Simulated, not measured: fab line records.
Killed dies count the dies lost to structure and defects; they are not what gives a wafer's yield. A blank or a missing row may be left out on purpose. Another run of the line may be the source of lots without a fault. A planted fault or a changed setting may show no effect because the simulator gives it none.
Split-lot study | flow n5Finfet | 7 lots, 21 wafers read, on a route of 1938 steps

## ON THE SPLIT
At N5_BEOL_M10_COAT_05 (resist thk 90 nm), the setting spinRpm was moved away from the recipe's 1500 rpm on 4 of the 21 wafers read, by -7.3% to +6.9%. For the rest of the wafers, this setting stayed at what the recipe calls for.

## FROM THE SPLIT TO THE READING: what the file shows between them, 6 steps
- N5_BEOL_M10_EBR_07
- N5_BEOL_M10_SOFTBAKE_06: time 60 s
- N5_BEOL_M10_EXPOSE_08: exposes mask M10
- N5_BEOL_M10_PEB_09: peb time 60 s
- N5_BEOL_M10_DEVELOP_10: develop time 30 s
- N5_BEOL_M10_DESCUM_16: chemistry O2, time 7.9 s

## THE READING
CAR-ArF_of_BEOL_M10_COAT_05.thkNm (the simulator's own value, which no gauge read), in nm, at N5_BEOL_M10_ETCH_61 (etches SiARC in CF4, target depth 39 nm, time 65 s). The file does not state a usual value for it. Here, 17 wafers ran the recipe; their average is 55.6 nm with a standard deviation of 0.28 nm.

wafer  | tool, chamber at the split | spinRpm as run, rpm | against the recipe | CAR-ArF_of_BEOL_M10_COAT_05.thkNm, nm | against lot-mates on the recipe
L076.1 | lithoTrack-05, 0           | 1390                | -7.3%              | 59                                    | +3.6
L076.4 | lithoTrack-05, 0           | 1500                | recipe             | 55.4                                  | -
L076.5 | lithoTrack-05, 0           | 1390                | -7.3%              | 59.4                                  | +4.0
L080.4 | lithoTrack-03, 0           | 1500                | recipe             | 55.6                                  | -
L080.5 | lithoTrack-03, 0           | 1500                | recipe             | 55.6                                  | -
L080.6 | lithoTrack-03, 0           | 1500                | recipe             | 55.4                                  | -
L079.3 | lithoTrack-05, 0           | 1604                | +6.9%              | 52.4                                  | -3.0
L079.6 | lithoTrack-05, 0           | 1604                | +6.9%              | 52.4                                  | -3.0
L079.4 | lithoTrack-05, 0           | 1500                | recipe             | 55.4                                  | -
L084.1 | lithoTrack-04, 0           | 1500                | recipe             | 55.8                                  | -
L084.5 | lithoTrack-04, 0           | 1500                | recipe             | 55.8                                  | -
L084.4 | lithoTrack-04, 0           | 1500                | recipe             | 55.6                                  | -
L090.1 | lithoTrack-05, 0           | 1500                | recipe             | 56                                    | -
L090.2 | lithoTrack-05, 0           | 1500                | recipe             | 56                                    | -
L090.4 | lithoTrack-05, 0           | 1500                | recipe             | 55.8                                  | -
L095.1 | lithoTrack-03, 0           | 1500                | recipe             | 55                                    | -
L095.2 | lithoTrack-03, 0           | 1500                | recipe             | 55.2                                  | -
L095.4 | lithoTrack-03, 0           | 1500                | recipe             | 55.2                                  | -
L097.1 | lithoTrack-05, 0           | 1500                | recipe             | 55.4                                  | -
L097.5 | lithoTrack-05, 0           | 1500                | recipe             | 55.8                                  | -
L097.6 | lithoTrack-05, 0           | 1500                | recipe             | 55.8                                  | -

THE FIT
A straight line over all 21 wafers: CAR-ArF_of_BEOL_M10_COAT_05.thkNm changes by -0.477 nm for each +1% of spinRpm; r = -0.98; the points scatter about the line by 0.28 nm.
The same after taking each lot's own level away (the mean of its wafers on the recipe; 21 wafers): -0.478 nm for each +1%; r = -0.99; scatter 0.18 nm.
According to that fit, moving spinRpm by its largest amount changes the reading by 3.5 nm.
Across the lots, their own levels run from 55.13 to 55.93 nm, a range of 2.8 times the standard deviation given above.
The two slopes are in agreement: the lot-to-lot level therefore moves the slope only a little.
Check: for one of the wafers moved furthest among these (-7.3%), held out of the fit, the line's prediction against its lot-mates is +3.54 nm. It came out at +3.6 nm against them.

## THE OTHER SPLITS THESE WAFERS WENT THROUGH
Before the reading, these wafers also passed through other splits. Each is held against what the fit with the lots' levels taken away leaves over:
other split on the same wafers  | wafers away from the commonest value | r with CAR-ArF_of_BEOL_M10_COAT_05.thkNm (lot level and that fit taken away)
N5_BEOL_M9_HM_DEP_02 targetThkA | 7                                    | -0.16
N5_BEOL_M9_TRENCH_ETCH_37 biasW | 7                                    | -0.17
N5_BEOL_M10_ILD_DEP_00 timeS    | 6                                    | +0.52

## THE WHOLE CHAIN: every reading that the file lists as answering this split, in the file's order
step                   | what it does                                       | reading                                                                            | change (the file's fit)               | r (the file's)
N5_BEOL_M10_COAT_05    | resist thk 90 nm                                   | CAR-ArF_of_BEOL_M10_COAT_05.thkNm (the simulator's own value, which no gauge read) | -0.471 nm for each +1% of the setting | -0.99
N5_BEOL_M10_DEVELOP_10 | develop time 30 s                                  | CAR-ArF_of_BEOL_M10_COAT_05.thkNm (the simulator's own value, which no gauge read) | -0.464 nm for each +1% of the setting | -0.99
N5_BEOL_M10_ETCH_61    | etches SiARC in CF4, target depth 39 nm, time 65 s | CAR-ArF_of_BEOL_M10_COAT_05.thkNm (the simulator's own value, which no gauge read) | -0.478 nm for each +1% of the setting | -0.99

## THE FILE'S OWN FIT
CAR-ArF_of_BEOL_M10_COAT_05.thkNm changes by -0.478 nm for each +1% of spinRpm, r = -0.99.
